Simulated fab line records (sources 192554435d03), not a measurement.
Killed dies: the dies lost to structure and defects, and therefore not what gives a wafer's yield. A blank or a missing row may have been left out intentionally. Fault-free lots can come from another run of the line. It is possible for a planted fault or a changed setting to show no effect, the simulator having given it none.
A lot that was struck, set against a sound lot | flow n5 finfet | 24 steps out of a route of 1938
Sound: these wafers, L904.1, L904.4, L904.6. Struck: wafer L891.3 (left out: L891.2, L891.4 of the same lot, which were not struck); the cause appears at the end.
At each step with rows: each side's tool, then ch and its chambers, then its first start. Under that, the readings that differ: sound wafers | struck wafers | difference of the means | sigmas: that difference in standard deviations of wafers without a fault.
alike: words and numbers the same on both sides, and readings whose means are apart by under 2 such deviations; not compared: readings that were withheld, readings missing a value for some wafer, numbers with overlapping values and no deviation given by the record, and bounds like >300 which may hide the same value.
The two part at a step that has a row with sigmas, a row that says differs or no value, or rows on one side only. Non-overlapping numbers with no deviation appear without sigmas and do not part them. Lack of a reading on every wafer of one side parts them only where that side has two or more wafers.

first, 9 steps without rows for these wafers: N5_BEOL_M13_SOFTBAKE_05 (time 60 s); N5_BEOL_M13_EXPOSE_07 (exposes mask V12); N5_BEOL_M13_PEB_08 (peb time 90 s); N5_BEOL_M13_DEVELOP_09 (develop time 45 s); N5_BEOL_M13_HARDBAKE_14 (time 120 s); N5_BEOL_M13_DESCUM_15 (chemistry O2, time 7.9 s); N5_BEOL_M13_ETCH_59 (etches BARC in N2/H2, target depth 89 nm, overetch 26.7 nm, time 67.9 s); N5_BEOL_M13_VIA_ETCH_16 (etches SiOC in C4F8/O2/Ar, target depth 921.7 nm); N5_BEOL_M13_STRIP_63 (strips in N2/H2).
N5_BEOL_M13_STRIP_64: strips in N2/H2.
  sound on plasma asher-02 ch 0,1, day 16 14:05; struck on plasma asher-01 ch 1, day 13 05:44
  alike: drypump motor current A, heater power w, oes product au, strip time to endpoint s
  not compared: rf hours counter h
then, 11 steps without rows for these wafers: N5_BEOL_M13_STRIP_71 (strips in post etch residue remover, time 60 s); N5_BEOL_M13_SRD_72 (time 30 s, dry time 30 s); N5_BEOL_M13_COAT_65 (time 60 s, resist thk 350 nm); N5_BEOL_M13_COAT_66 (time 60 s, resist thk 110 nm); N5_BEOL_M13_COAT_22 (resist thk 300 nm); N5_BEOL_M13_EBR_24; N5_BEOL_M13_SOFTBAKE_23 (time 60 s); N5_BEOL_M13_EXPOSE_25 (exposes mask M13, target cd 210 nm); N5_BEOL_M13_PEB_26 (peb time 90 s); N5_BEOL_M13_DEVELOP_27 (develop time 45 s); N5_BEOL_M13_HARDBAKE_32 (time 120 s).
N5_BEOL_M13_INSPECT_30: inspects for defects (macro).
  sound on defect inspect-01 at day 16 14:44; struck on defect inspect-02 at day 13 06:16
  reading          | sound | struck | difference | sigmas
  raw defect count | 2 1 2 | >300   | differs    |
then, 1 step without rows for these wafers: N5_BEOL_M13_DESCUM_33 (chemistry O2, time 7.9 s).
N5_PASSIVATION_PROBE_49:
  only the struck wafers here have rows in the record (prober-01, day 14 13:56); the sound ones have none

## WHERE THEY PART
Last at N5_PASSIVATION_PROBE_49 as far as this record goes, first at N5_BEOL_M13_INSPECT_30.

WHY: whatever the simulator had introduced
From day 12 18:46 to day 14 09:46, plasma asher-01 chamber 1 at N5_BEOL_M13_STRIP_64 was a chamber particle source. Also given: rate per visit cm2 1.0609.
